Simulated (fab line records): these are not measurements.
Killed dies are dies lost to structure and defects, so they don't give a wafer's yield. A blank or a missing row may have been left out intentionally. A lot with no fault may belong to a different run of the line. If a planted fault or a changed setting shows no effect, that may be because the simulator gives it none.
fab line records	flow nand-harc
record: lots: 11	wafers: 33	last-day: 23
route steps=1159 shown A_M0@1011 A_M1@1040 END@1159
lots that met no fault: from a run of the same line without faults
start-h: hours from the record's opening day to when the first of the lot's shown wafers began	wait-h: how many hours have passed since the lot's step before this one	" as in the row above	L1.1+2: a single row standing in for several wafers	- no value, or no start given	* or withheld: withheld	< > ~ a bound
route shown NAME@n: names a module that has steps shown in the file, with the first one's number in the route	usual: mean/standard deviation of fault-free wafers	same: alike in all rows	chamber/n: place in a boat	sites: each site's reading	_std_site: the standard deviation of these	_edge_site: the outer-site mean with the inner-site mean subtracted	radius-mm: how far each site lies from the wafer's centre	mask NAME#n: copy n	behind: the most recent tool/chamber to have shaped the wafer	hold: what put the lot on hold/how long, in hours/how the hold closed	device: which transistor (n, p or np) failed to switch	end of line: tests run on the same wafers once the route is complete	for a step that has no rows: nothing shown but its recipe	killed: the dies lost at the first sort to structure and to defects; this is not the yield of the wafer	map: a wafer's dies, x killed, . not, _ none there
set.NAME: setting as actually run; set.NAME@STEP: the setting as run at that earlier step	model.NAME: the simulator's own value behind a step, which no gauge read
steps of the route over a sample of lots; a table a step, a row a wafer
services: when a tool's chamber went out of use (start-h, in hours from the record's first day, below 0 if earlier), for how many hours, and the reason
== steps ==
step: NHARC_A_M0_STRIP_18
recipe: power-w: 1000	n2-flow-sccm: 150	h2-flow-sccm: 150	ar-flow-sccm: 0	bias-w: 0	chemistry: N2/H2
usual: drypump-motor-current-A: 5.9/0.39	oes-product-au: 1.001/0.0087	rf-vpp-V: 90.5/1	showerhead-plenum-p-Torr: 2.01/0.098	throttle-valve-pct: 14.173/0.0096
lot.wafer	tool	chamber	start-h	wait-h	drypump-motor-current-A	oes-product-au	rf-hours-counter-h	rf-vpp-V	showerhead-plenum-p-Torr	throttle-valve-pct
L662.1	rie-diel-10	2	395.00	0.1	6.0	0.994	2	91.3	1.95	14.179
L662.4	"	0	"	"	5.8	1.002	-	89.9	2.14	14.160
L662.5	"	2	"	"	6.0	1.000	-	91.5	1.95	14.175
L665.3	rie-diel-10	3	400.92	0.1	6.0	1.000	3	89.4	1.90	14.196
L665.4	"	0	"	"	5.8	0.994	3	91.1	2.14	14.181
L665.6	"	3	"	"	6.0	0.993	-	89.5	1.90	14.168
L664.2	rie-diel-10	3	402.24	0.1	6.0	1.018	3	91.4	1.90	14.175
L664.1	"	1	"	"	5.2	1.012	2	91.8	2.07	14.178
L664.6	"	0	"	"	5.8	1.011	-	91.1	2.14	14.190
L666.3	rie-diel-12	2	406.61	0.1	6.4	0.992	1	91.2	2.14	14.182
L666.4	"	0	"	"	5.8	0.994	1	89.7	1.89	14.176
L666.5	"	2	"	"	6.4	0.996	-	90.9	2.14	14.178
L668.2	rie-diel-10	2	425.24	0.1	6.0	0.999	5	89.8	1.95	14.188
L668.1	"	0	"	"	5.8	1.007	5	89.7	2.14	14.163
L668.3	"	1	"	"	5.2	1.014	5	90.9	2.07	14.184
L669.1	rie-diel-12	2	433.67	0.1	6.4	0.989	3	91.7	2.14	14.194
L669.4	"	3	"	"	6.4	1.002	4	90.3	2.09	14.169
L669.6	"	2	"	"	6.4	0.993	-	91.8	2.14	14.178
L671.2	rie-diel-12	2	448.24	0.1	6.4	0.991	4	91.2	2.14	14.188
L671.4	"	3	"	"	6.4	1.019	5	91.0	2.09	14.168
L671.5	"	1	"	"	5.5	1.000	-	91.8	1.95	14.164
L673.3	rie-diel-12	3	483.45	0.1	6.4	1.001	7	91.3	2.08	14.188
L673.1	"	0	"	"	5.9	0.991	7	89.9	1.89	14.166
L673.6	"	2	"	"	6.4	0.992	-	90.8	2.14	14.193
L677.4	rie-diel-10	3	495.84	0.1	6.0	1.002	10	89.7	1.90	14.156
L677.1	"	2	"	"	6.0	1.007	11	90.0	1.95	14.172
L677.5	"	3	"	"	6.0	1.012	-	89.4	1.90	14.169
L676.3	rie-diel-10	0	498.84	0.1	5.8	0.997	9	91.9	2.13	14.173
L676.4	"	1	"	"	5.2	1.003	11	91.8	2.07	14.170
L676.5	"	1	"	"	5.2	1.008	-	90.2	2.07	14.170
L678.1	rie-diel-05	1	509.77	0.1	5.1	1.014	8	89.9	1.91	14.179
L678.3	"	2	"	"	6.1	1.009	9	90.6	2.04	14.178
L678.6	"	1	"	"	5.1	1.010	-	91.7	1.91	14.172
step: NHARC_A_M0_DEGAS_28
recipe: temp-c: 250	time-s: 60
usual: heater-power-w: 333/26	susceptor-temp-C: 249.99/0.18
lot.wafer	tool	chamber	start-h	wait-h	heater-power-w	susceptor-temp-C
L662.1	pvd-sputter-03	-	395.53	-	345	249.78
L662.4	"	-	"	"	340	249.88
L662.5	"	-	"	"	346	249.82
L665.3	pvd-sputter-01	-	401.44	-	324	249.96
L665.4	"	-	"	"	293	249.68
L665.6	"	-	"	"	361	250.08
L664.2	pvd-sputter-01	-	402.79	-	292	250.06
L664.1	"	-	"	"	320	249.79
L664.6	"	-	"	"	368	250.26
L666.4	pvd-sputter-02	-	407.13	-	304	249.60
L666.3	"	-	"	"	373	249.93
L666.5	"	-	"	"	307	249.82
L668.3	pvd-sputter-03	-	425.79	-	348	249.88
L668.1	"	-	"	"	293	249.97
L668.2	"	-	"	"	337	249.97
L669.4	pvd-sputter-02	-	434.23	-	302	-
L669.1	"	-	"	"	344	-
L669.6	"	-	"	"	319	-
L671.4	pvd-sputter-02	-	448.73	-	315	249.59
L671.2	"	-	"	"	299	249.93
L671.5	"	-	"	"	315	249.97
L673.1	pvd-sputter-02	-	483.97	-	345	250.06
L673.3	"	-	"	"	373	249.87
L673.6	"	-	"	"	340	249.93
L677.4	pvd-sputter-03	-	496.43	-	342	250.09
L677.1	"	-	"	"	316	249.66
L677.5	"	-	"	"	343	250.21
L676.3	pvd-sputter-01	-	499.39	-	297	250.13
L676.4	"	-	"	"	375	249.99
L676.5	"	-	"	"	298	250.03
L678.3	pvd-sputter-03	-	510.28	-	313	249.85
L678.1	"	-	"	"	314	250.03
L678.6	"	-	"	"	345	250.08
step: NHARC_A_M1_ETCH_35
recipe: target-depth-a: 400	overetch-a: 120	time-s: 43.94	ion-energy-ev: 200	n2-flow-sccm: 150	h2-flow-sccm: 150	ar-flow-sccm: 0	rf-w: 400	bias-w: 150	chemistry: N2/H2
usual: drypump-motor-current-A: 6.01/0.3	oes-product-au: 1.001/0.0064	rf-vpp-V: 431.4/2.1	run-length-s: 65.2/0.49	showerhead-plenum-p-Torr: 2.07/0.07	throttle-valve-pct: 14.172/0.009
lot.wafer	tool	chamber	start-h	wait-h	drypump-motor-current-A	oes-product-au	rf-hours-counter-h	rf-vpp-V	run-length-s	showerhead-plenum-p-Torr	throttle-valve-pct
L662.4	rie-diel-02	0	398.76	0.1	5.73	1.001	1	429.7	66.0	2.02	14.166
L662.1	"	1	"	"	6.08	1.015	1	431.0	65.6	2.11	14.181
L662.5	"	1	"	"	6.12	1.013	-	432.3	65.6	2.11	14.166
L665.4	rie-diel-11	2	404.69	0.1	5.91	0.994	2	433.3	65.0	2.15	14.162
L665.3	"	1	"	"	6.28	1.003	2	427.4	65.9	1.95	14.169
L665.6	"	3	"	"	6.08	0.999	-	433.0	65.2	2.11	14.153
L664.1	rie-diel-11	3	405.93	0.1	6.08	1.004	2	430.9	65.5	2.11	14.181
L664.2	"	0	"	"	6.09	1.001	2	429.3	65.2	2.01	14.174
L664.6	"	2	"	"	5.86	1.010	-	433.4	65.2	2.15	14.163
L666.4	rie-diel-03	0	410.52	0.1	5.68	0.989	1	430.1	65.2	2.03	14.176
L666.3	"	1	"	"	6.16	1.004	1	432.3	65.6	2.08	14.202
L666.5	"	3	"	"	6.05	0.998	-	435.6	64.3	2.19	14.172
L668.3	rie-diel-11	1	429.01	0.1	6.22	1.010	4	429.2	65.3	1.95	14.169
L668.1	"	2	"	"	5.85	0.999	4	434.7	65.1	2.15	14.172
L668.2	"	0	"	"	6.05	1.004	3	429.4	65.2	2.01	14.175
L669.1	rie-diel-02	1	437.46	0.1	6.11	1.018	2	431.3	66.1	2.11	14.178
L669.4	"	3	"	"	6.63	1.010	2	429.7	65.1	1.96	14.180
L669.6	"	1	"	"	6.17	1.003	-	433.0	65.7	2.11	14.177
L671.2	rie-diel-02	2	452.00	0.1	5.52	1.000	2	433.4	65.5	2.11	14.161
L671.4	"	3	"	"	6.65	1.004	3	427.2	64.8	1.96	14.170
L671.5	"	2	"	"	5.51	1.004	-	432.6	65.5	2.11	14.194
L673.3	rie-diel-02	2	487.07	0.1	5.52	0.996	3	432.8	65.4	2.11	14.173
L673.1	"	3	"	"	6.61	0.999	3	429.3	64.5	1.96	14.172
L673.6	"	1	"	"	6.16	1.007	-	433.0	65.8	2.11	14.164
L677.1	rie-diel-02	2	499.66	0.1	5.52	1.009	4	431.7	65.5	2.11	14.145
L677.4	"	1	"	"	6.13	1.008	4	432.2	66.3	2.11	14.191
L677.5	"	2	"	"	5.51	1.004	-	431.5	65.6	2.11	14.171
L676.3	rie-diel-02	0	502.62	0.1	5.73	1.006	4	430.7	65.4	2.02	14.170
L676.4	"	1	"	"	6.11	1.008	4	431.9	66.2	2.11	14.166
L676.5	"	0	"	"	5.74	1.002	-	429.6	65.2	2.02	14.161
L678.3	rie-diel-02	3	514.04	0.1	6.63	0.999	0	427.2	64.9	1.96	14.178
L678.1	"	0	"	"	5.73	0.988	0	431.4	55.6	2.02	14.180
L678.6	"	2	"	"	5.51	0.999	-	432.9	65.0	2.11	14.170
step: NHARC_A_M1_DEGAS_29
recipe: temp-c: 250	time-s: 60
usual: heater-power-w: 336/31	susceptor-temp-C: 250.01/0.18
lot.wafer	tool	chamber	start-h	wait-h	heater-power-w	susceptor-temp-C
L662.1	pvd-sputter-01	-	399.69	-	377	250.44
L662.4	"	-	"	"	355	250.21
L662.5	"	-	"	"	377	250.01
L665.4	pvd-sputter-02	-	405.62	-	308	250.20
L665.3	"	-	"	"	378	250.33
L665.6	"	-	"	"	303	250.16
L664.2	pvd-sputter-01	-	406.86	-	359	250.06
L664.1	"	-	"	"	373	249.87
L664.6	"	-	"	"	312	249.90
L666.4	pvd-sputter-01	-	411.45	-	315	249.88
L666.3	"	-	"	"	293	249.94
L666.5	"	-	"	"	311	249.87
L668.1	pvd-sputter-03	-	429.94	-	308	249.78
L668.3	"	-	"	"	343	249.59
L668.2	"	-	"	"	359	249.55
L669.4	pvd-sputter-01	-	438.43	-	350	249.99
L669.1	"	-	"	"	321	250.09
L669.6	"	-	"	"	350	250.00
L671.4	pvd-sputter-03	-	452.97	-	306	250.06
L671.2	"	-	"	"	315	249.92
L671.5	"	-	"	"	343	250.13
L673.3	pvd-sputter-02	-	488.02	-	346	249.99
L673.1	"	-	"	"	315	249.81
L673.6	"	-	"	"	388	250.27
L677.4	pvd-sputter-01	-	500.63	-	319	249.90
L677.1	"	-	"	"	357	250.26
L677.5	"	-	"	"	297	249.72
L676.4	pvd-sputter-01	-	503.54	-	291	250.14
L676.3	"	-	"	"	314	250.02
L676.5	"	-	"	"	292	249.68
L678.3	pvd-sputter-02	-	514.97	-	380	250.06
L678.1	"	-	"	"	313	250.15
L678.6	"	-	"	"	352	250.03
step: NHARC_END_SORT_01
recipe: temp-c: 25
usual: defect-limited-yield: 95.6/1.7	killed-at-array: 27/11	killed-at-other: 0.7/0.93	killed-at-periphery: 2.9/1.9	killed-dies: 30/11	killed-open: 3.1/1.7	killed-short: 1.9/1.3	sort_bin_2_pct: 1.4/0.68	sort_bin_3_pct: 0.28/0.25	sort_bin_4_pct: 2.8/1.1	sort-n-pass: 647/11	sort-rim-yield-pct: 95.4/2.7	sort-yield-pct: 95.6/1.7
same: gross-dies: 677	sort_bin_5_pct[%]: 0	sort_bin_6_pct[%]: 0	sort_bin_7_pct[%]: 0	sort_bin_8_pct[%]: 0	sort-rim-n-gross: 106.00
lot.wafer	tool	chamber	start-h	wait-h	defect-limited-yield[%]	killed-at-array	killed-at-other	killed-at-periphery	killed-dies	killed-open	killed-short	sort_bin_2_pct[%]	sort_bin_3_pct[%]	sort_bin_4_pct[%]	sort-n-pass	sort-rim-yield-pct[%]	sort-yield-pct[%]
L662.1	prober-02	0	437.03	2.5	97.9	11	1	2	14	2	2	0.7	0	1.3	663	97.2	97.9
L662.4	prober-02	0	439.44	3.4	97.3	12	2	4	18	5	3	0.9	0.15	1.6	659	97.2	97.3
L662.5	prober-02	0	440.24	3.7	96.9	16	0	5	21	5	1	0.9	0.44	1.8	656	98.1	96.9
L665.3	prober-01	0	438.12	3.1	96.3	21	1	3	25	5	4	0.9	0.30	2.5	652	98.1	96.3
L665.4	prober-01	0	438.92	3.4	98.5	8	0	2	10	3	1	0.3	0.15	1.0	667	98.1	98.5
L665.6	prober-01	0	440.54	4.0	97.0	19	0	1	20	1	0	0.3	0.30	2.4	657	96.2	97.0
L664.1	prober-02	0	444.89	2.5	96.9	16	1	4	21	2	1	1.0	0.44	1.6	656	93.4	96.9
L664.2	prober-02	0	445.68	2.8	96.2	19	3	4	26	5	0	1.6	0	2.2	651	99.1	96.2
L664.6	prober-02	0	448.83	3.9	97.6	13	2	1	16	1	1	1.0	0.30	1.0	661	98.1	97.6
L666.3	prober-01	0	453.75	3.1	97.9	11	0	3	14	4	3	0.6	0.30	1.2	663	97.2	97.9
L666.4	prober-01	0	454.54	3.4	98.4	8	0	3	11	4	1	0.7	0	0.9	666	99.1	98.4
L666.5	prober-01	0	455.34	3.7	97.6	12	0	4	16	5	3	1.2	0	1.2	661	98.1	97.6
L668.1	prober-02	0	463.70	2.5	97.2	15	2	2	19	3	0	1.2	0	1.6	658	97.2	97.2
L668.2	prober-02	0	464.50	2.8	98.4	9	0	2	11	1	3	0.1	0	1.5	666	99.1	98.4
L668.3	prober-02	0	465.30	3.1	96.9	17	0	4	21	4	3	1.0	0.15	1.9	656	97.2	96.9
L669.1	prober-02	0	475.34	2.6	95.7	26	1	2	29	2	1	1.8	0.15	2.4	648	97.2	95.7
L669.4	prober-02	0	477.78	3.5	95.9	23	2	3	28	1	2	0.6	0.44	3.1	649	95.3	95.9
L669.6	prober-02	0	479.41	4.1	95.0	28	1	5	34	6	2	1.9	0.44	2.7	643	98.1	95.0
L671.2	prober-02	0	489.63	2.8	97.2	16	1	2	19	2	3	1.0	0.15	1.6	658	98.1	97.2
L671.4	prober-02	0	491.24	3.4	97.5	13	0	4	17	2	2	1.2	0	1.3	660	100.0	97.5
L671.5	prober-02	0	492.05	3.7	97.3	14	1	3	18	5	0	1.2	0	1.5	659	95.3	97.3
L673.1	prober-01	0	523.01	2.5	97.2	16	0	3	19	2	1	0.3	0.30	2.2	658	95.3	97.2
L673.3	prober-01	0	524.63	3.1	96.6	20	0	3	23	2	4	1.8	0.15	1.5	654	95.3	96.6
L673.6	prober-01	0	527.06	4.0	95.0	29	0	5	34	5	4	1.5	0.30	3.2	643	97.2	95.0
L677.1	prober-02	0	534.53	2.5	95.0	30	2	2	34	4	0	0.7	0.44	3.8	643	97.2	95.0
L677.4	prober-02	0	536.93	3.4	96.2	23	2	1	26	4	0	1.0	0.89	1.9	651	95.3	96.2
L677.5	prober-02	0	537.74	3.7	96.2	25	0	1	26	3	3	0.7	0.30	2.8	651	95.3	96.2
L676.3	prober-01	0	536.01	3.0	96.6	23	0	0	23	1	3	1.3	0	2.1	654	96.2	96.6
L676.4	prober-01	0	536.80	3.4	96.2	25	1	0	26	2	0	2.2	0	1.6	651	92.5	96.2
L676.5	prober-01	0	537.59	3.7	93.2	43	2	1	46	1	6	2.5	0.59	3.7	631	92.5	93.2
L678.1	prober-01	0	549.60	2.5	95.6	27	1	2	30	3	2	0.4	0.74	3.2	647	96.2	95.6
L678.3	prober-01	0	551.18	3.1	94.4	37	0	1	38	3	0	1.5	0.15	4.0	639	95.3	94.4
L678.6	prober-01	0	553.55	3.9	96.0	27	0	0	27	1	1	0.9	0.30	2.8	650	96.2	96.0
killed by level:class
L662.1 A_STAIRCASE:chamber-film-flake=3 P_M2:chamber-film-flake=2 A_CHANNEL_HOLE_D1:chamber-film-flake=2 A_SLIT:chamber-film-flake=2 A_ONON_D1:geometric-particle:short=1 A_ONON_D1:geometric-particle:open=1 A_WL_FILL:geometric-particle:short=1 A_M1:geometric-particle:open=1
L665.3 A_STAIRCASE:chamber-film-flake=7 A_CONTACT:geometric-particle:open=3 A_WL_FILL:chamber-film-flake=3 A_CONTACT:chamber-film-flake=3 A_WL_FILL:geometric-particle:short=2 A_CONTACT:geometric-particle:short=2 P_M0:geometric-particle:open=1 A_CHANNEL_FILL_D1:geometric-particle:open=1
L665.4 A_CHANNEL_HOLE_D1:chamber-film-flake=3 P_CONTACT:geometric-particle:open=1 A_SGD_CUT:geometric-particle:open=1 A_CONTACT:geometric-particle:short=1 A_CONTACT:geometric-particle:open=1 P_ZERO_WELL:chamber-film-flake=1 A_STAIRCASE:chamber-film-flake=1 A_CONTACT:chamber-film-flake=1
L662.4 A_CHANNEL_HOLE_D1:chamber-film-flake=2 A_STAIRCASE:chamber-film-flake=2 A_CONTACT:chamber-film-flake=2 P_CONTACT:geometric-particle:open=1 P_BONDPAD:geometric-particle:open=1 A_ONON_D1:geometric-particle:short=1 A_CHANNEL_HOLE_D1:geometric-particle:open=1 A_CHANNEL_FILL_D1:geometric-particle:short=1
L662.5 A_STAIRCASE:chamber-film-flake=4 A_CONTACT:geometric-particle:open=2 P_STI:chamber-film-flake=2 P_M2:chamber-film-flake=2 A_CHANNEL_HOLE_D1:chamber-film-flake=2 A_SLIT:chamber-film-flake=2 P_M2:geometric-particle:open=1 A_CHANNEL_FILL_D1:geometric-particle:open=1
L665.6 A_CONTACT:chamber-film-flake=6 A_STAIRCASE:chamber-film-flake=4 A_WL_FILL:chamber-film-flake=4 A_CHANNEL_HOLE_D1:chamber-film-flake=3 A_CHANNEL_FILL_D1:geometric-particle:open=1 P_STI:chamber-film-flake=1 A_SLIT:chamber-film-flake=1
L664.1 A_SLIT:chamber-film-flake=7 A_CHANNEL_HOLE_D1:chamber-film-flake=4 A_CONTACT:chamber-film-flake=2 P_CONTACT:geometric-particle:open=1 A_ONON_D1:geometric-particle:short=1 A_BLC:geometric-particle:open=1 P_ZERO_WELL:chamber-film-flake=1 P_STI:chamber-film-flake=1
L664.2 A_SLIT:chamber-film-flake=7 A_STAIRCASE:chamber-film-flake=6 THIN_TSV:chamber-film-flake=3 P_ZERO_WELL:chamber-film-flake=2 A_CHANNEL_HOLE_D1:chamber-film-flake=2 P_GATE:geometric-particle:open=1 P_M1:geometric-particle:open=1 A_ONON_D1:geometric-particle:open=1
L664.6 A_SLIT:chamber-film-flake=5 A_STAIRCASE:chamber-film-flake=4 A_CHANNEL_HOLE_D1:chamber-film-flake=2 THIN_TSV:chamber-film-flake=2 P_CONTACT:geometric-particle:short=1 A_WL_FILL:geometric-particle:open=1 A_CONTACT:chamber-film-flake=1
L666.3 A_CONTACT:chamber-film-flake=3 P_M2:geometric-particle:open=2 A_ONON_D1:geometric-particle:short=2 A_STAIRCASE:chamber-film-flake=2 P_M1:geometric-particle:open=1 A_WL_FILL:geometric-particle:short=1 A_CONTACT:geometric-particle:open=1 A_CHANNEL_HOLE_D1:chamber-film-flake=1
L666.4 P_GATE:chamber-film-flake=2 P_CONTACT:geometric-particle:open=1 A_CHANNEL_HOLE_D1:geometric-particle:short=1 A_CHANNEL_HOLE_D1:geometric-particle:open=1 A_CONTACT:geometric-particle:open=1 A_M0:geometric-particle:open=1 A_CHANNEL_HOLE_D1:chamber-film-flake=1 A_STAIRCASE:chamber-film-flake=1
L666.5 A_ONON_D1:geometric-particle:short=2 P_GATE:chamber-film-flake=2 A_CHANNEL_HOLE_D1:chamber-film-flake=2 A_STAIRCASE:chamber-film-flake=2 P_CONTACT:geometric-particle:open=1 P_M2:geometric-particle:open=1 A_ONON_D1:geometric-particle:open=1 A_SGD_CUT:geometric-particle:open=1
L668.1 A_CHANNEL_HOLE_D1:chamber-film-flake=5 A_STAIRCASE:chamber-film-flake=3 A_CONTACT:chamber-film-flake=3 HYBRID_BOND:chamber-film-flake=2 P_CONTACT:geometric-particle:open=1 A_CHANNEL_FILL_D1:geometric-particle:open=1 A_SLIT:geometric-particle:open=1 P_GATE:chamber-film-flake=1
L668.2 A_CHANNEL_HOLE_D1:chamber-film-flake=4 P_GATE:geometric-particle:short=1 P_CONTACT:geometric-particle:short=1 A_CHANNEL_FILL_D1:geometric-particle:short=1 A_M0:geometric-particle:open=1 A_ZERO_WELL:chamber-film-flake=1 A_STAIRCASE:chamber-film-flake=1 A_CONTACT:chamber-film-flake=1
L668.3 A_CHANNEL_HOLE_D1:chamber-film-flake=5 A_STAIRCASE:chamber-film-flake=5 A_CHANNEL_FILL_D1:geometric-particle:short=2 A_CHANNEL_FILL_D1:geometric-particle:open=2 P_STI:chamber-film-flake=2 P_GATE:chamber-film-flake=2 A_ONON_D1:geometric-particle:short=1 A_ONON_D1:geometric-particle:open=1
L669.1 A_STAIRCASE:chamber-film-flake=7 A_CONTACT:chamber-film-flake=7 A_BLC:chamber-film-flake=5 A_CHANNEL_HOLE_D1:chamber-film-flake=4 P_M1:chamber-film-flake=2 A_ONON_D1:geometric-particle:short=1 A_CHANNEL_HOLE_D1:geometric-particle:open=1 A_CONTACT:geometric-particle:open=1
L669.4 A_CONTACT:chamber-film-flake=6 A_BLC:chamber-film-flake=5 A_STAIRCASE:chamber-film-flake=4 A_WL_FILL:chamber-film-flake=3 A_CHANNEL_HOLE_D1:chamber-film-flake=2 THIN_TSV:chamber-film-flake=2 A_WL_FILL:geometric-particle:short=1 A_WL_FILL:geometric-particle:open=1
L669.6 A_STAIRCASE:chamber-film-flake=9 A_CONTACT:chamber-film-flake=8 A_CHANNEL_HOLE_D1:chamber-film-flake=4 A_CONTACT:geometric-particle:open=2 P_STI:chamber-film-flake=2 A_BLC:chamber-film-flake=2 P_STI:geometric-particle:open=1 P_GATE:geometric-particle:short=1
L671.2 A_STAIRCASE:chamber-film-flake=4 A_CONTACT:chamber-film-flake=4 A_CHANNEL_FILL_D1:geometric-particle:open=2 A_CHANNEL_HOLE_D1:chamber-film-flake=2 P_M1:geometric-particle:short=1 A_CHANNEL_FILL_D1:geometric-particle:short=1 A_M0:geometric-particle:short=1 P_GATE:chamber-film-flake=1
L671.4 A_STAIRCASE:chamber-film-flake=5 P_GATE:chamber-film-flake=2 A_CHANNEL_HOLE_D1:chamber-film-flake=2 A_CONTACT:chamber-film-flake=2 P_M0:geometric-particle:open=1 A_CHANNEL_FILL_D1:geometric-particle:open=1 A_CHANNEL_FILL_D1:geometric-particle:short=1 A_SGD_CUT:geometric-particle:short=1
L671.5 A_CHANNEL_HOLE_D1:chamber-film-flake=4 A_CONTACT:chamber-film-flake=4 A_STAIRCASE:chamber-film-flake=2 P_CONTACT:geometric-particle:open=1 P_M2:geometric-particle:open=1 A_ONON_D1:geometric-particle:open=1 A_WL_FILL:geometric-particle:open=1 A_M0:geometric-particle:open=1
L673.1 A_STAIRCASE:chamber-film-flake=5 A_ZERO_WELL:chamber-film-flake=4 A_CHANNEL_HOLE_D1:chamber-film-flake=2 A_WL_FILL:chamber-film-flake=2 P_M0:geometric-particle:open=1 A_CHANNEL_FILL_D1:geometric-particle:open=1 A_M0:geometric-particle:short=1 P_GATE:chamber-film-flake=1
L673.3 A_STAIRCASE:chamber-film-flake=10 A_CHANNEL_HOLE_D1:chamber-film-flake=3 A_ONON_D1:geometric-particle:short=2 A_CONTACT:chamber-film-flake=2 P_GATE:geometric-particle:open=1 P_M2:geometric-particle:short=1 A_M0:geometric-particle:open=1 A_M1:geometric-particle:short=1
L673.6 A_CHANNEL_HOLE_D1:chamber-film-flake=9 A_STAIRCASE:chamber-film-flake=7 A_ZERO_WELL:chamber-film-flake=4 A_CONTACT:geometric-particle:open=2 A_M0:geometric-particle:open=2 P_STI:chamber-film-flake=2 P_CONTACT:geometric-particle:short=1 P_M0:geometric-particle:short=1
L677.1 A_SLIT:chamber-film-flake=23 A_CHANNEL_HOLE_D1:chamber-film-flake=2 A_CONTACT:chamber-film-flake=2 THIN_TSV:chamber-film-flake=2 P_CONTACT:geometric-particle:open=1 P_M0:geometric-particle:open=1 A_ONON_D1:geometric-particle:open=1 A_SGD_CUT:geometric-particle:open=1
L676.3 A_CHANNEL_HOLE_D1:chamber-film-flake=14 A_WL_FILL:geometric-particle:short=2 A_ZERO_WELL:chamber-film-flake=2 A_CONTACT:chamber-film-flake=2 A_STAIRCASE:geometric-particle:short=1 A_CONTACT:geometric-particle:open=1 A_WL_FILL:chamber-film-flake=1
L676.4 A_CHANNEL_HOLE_D1:chamber-film-flake=18 A_CONTACT:chamber-film-flake=3 A_STAIRCASE:chamber-film-flake=2 A_WL_FILL:geometric-particle:open=1 A_CONTACT:geometric-particle:open=1 THIN_TSV:chamber-film-flake=1
L677.4 A_SLIT:chamber-film-flake=12 A_CHANNEL_HOLE_D1:chamber-film-flake=5 A_CHANNEL_FILL_D1:geometric-particle:open=1 A_CONTACT:geometric-particle:open=1 A_M0:geometric-particle:open=1 STARTING-WAFER:geometric-particle:open=1 P_GATE:chamber-film-flake=1 A_ZERO_WELL:chamber-film-flake=1
L676.5 A_CHANNEL_HOLE_D1:chamber-film-flake=21 A_CONTACT:chamber-film-flake=12 A_WL_FILL:geometric-particle:short=2 THIN_TSV:chamber-film-flake=2 P_M0:geometric-particle:short=1 A_SOURCE_PLATE:geometric-particle:short=1 A_ONON_D1:geometric-particle:open=1 A_CHANNEL_FILL_D1:geometric-particle:short=1
L677.5 A_SLIT:chamber-film-flake=15 A_ZERO_WELL:chamber-film-flake=2 A_CHANNEL_HOLE_D1:chamber-film-flake=2 P_CONTACT:geometric-particle:open=1 A_CHANNEL_FILL_D1:geometric-particle:short=1 A_SGD_CUT:geometric-particle:open=1 A_WL_FILL:geometric-particle:short=1 A_BLC:geometric-particle:open=1
L678.1 A_SLIT:chamber-film-flake=11 A_CHANNEL_HOLE_D1:chamber-film-flake=4 A_CONTACT:geometric-particle:open=3 A_CONTACT:chamber-film-flake=3 A_M1:chamber-film-flake=3 A_ONON_D1:geometric-particle:short=1 A_WL_FILL:geometric-particle:short=1 P_GATE:chamber-film-flake=1
L678.3 A_SLIT:chamber-film-flake=21 A_CHANNEL_HOLE_D1:chamber-film-flake=5 A_M1:chamber-film-flake=5 A_CONTACT:chamber-film-flake=3 P_GATE:geometric-particle:open=1 A_CONTACT:geometric-particle:open=1 A_M0:geometric-particle:open=1 A_WL_FILL:chamber-film-flake=1
L678.6 A_SLIT:chamber-film-flake=12 A_CHANNEL_HOLE_D1:chamber-film-flake=6 A_CONTACT:chamber-film-flake=3 A_M1:chamber-film-flake=3 A_ONON_D1:geometric-particle:short=1 A_CONTACT:geometric-particle:open=1 A_STAIRCASE:chamber-film-flake=1
== services ==
tool	chamber	start-h	hours	kind
rie-diel-12	-	379.40	9.0	pm
rie-diel-02	0	385.70	-	clean
rie-diel-02	1	385.70	-	clean
rie-diel-02	2	385.70	-	clean
rie-diel-02	3	385.70	-	clean
rie-diel-10	1	387.89	8.2	repair
rie-diel-12	-	389.06	1.5	repair
rie-diel-03	-	392.30	9.0	pm
pvd-sputter-02	-	393.13	10.0	pm
rie-diel-02	0	410.21	-	clean
rie-diel-05	-	433.74	21.9	repair
pvd-sputter-01	-	441.71	2.4	repair
pvd-sputter-03	-	458.04	10.0	pm
rie-diel-10	0	461.30	3.4	repair
rie-diel-12	2	462.04	9.5	repair
rie-diel-05	3	467.74	11.9	repair
rie-diel-12	0	471.20	8.2	repair
rie-diel-11	2	474.17	2.4	repair
rie-diel-11	1	494.93	3.2	repair
rie-diel-02	-	504.70	9.0	pm
rie-diel-05	-	505.84	0.2	repair
pvd-sputter-03	-	506.48	1.1	repair
rie-diel-11	-	511.81	0.2	repair
pvd-sputter-01	-	514.00	10.0	pm
== key ==
first-sign: step: NHARC_A_M1_ETCH_35	reading: run-length-s	direction: down	sigmas: 20	usual: *	struck: *
effect none on later readings
met-at NHARC_A_M1_ETCH_35
struck-lots L678
struck-wafers L678.1
not-acting-at NHARC_A_M0_STRIP_18,NHARC_A_M0_DEGAS_28,NHARC_A_M1_DEGAS_29
onset-between 502.62 514.04
fault: kind: process-parameter-drift	tool: rie-diel-02	chamber: 0	onset-h: 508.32	steps: NHARC_A_M1_ETCH_35	channel: time-s	offset: *	shape: step	end-h: 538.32	acts-in: *	stated: *
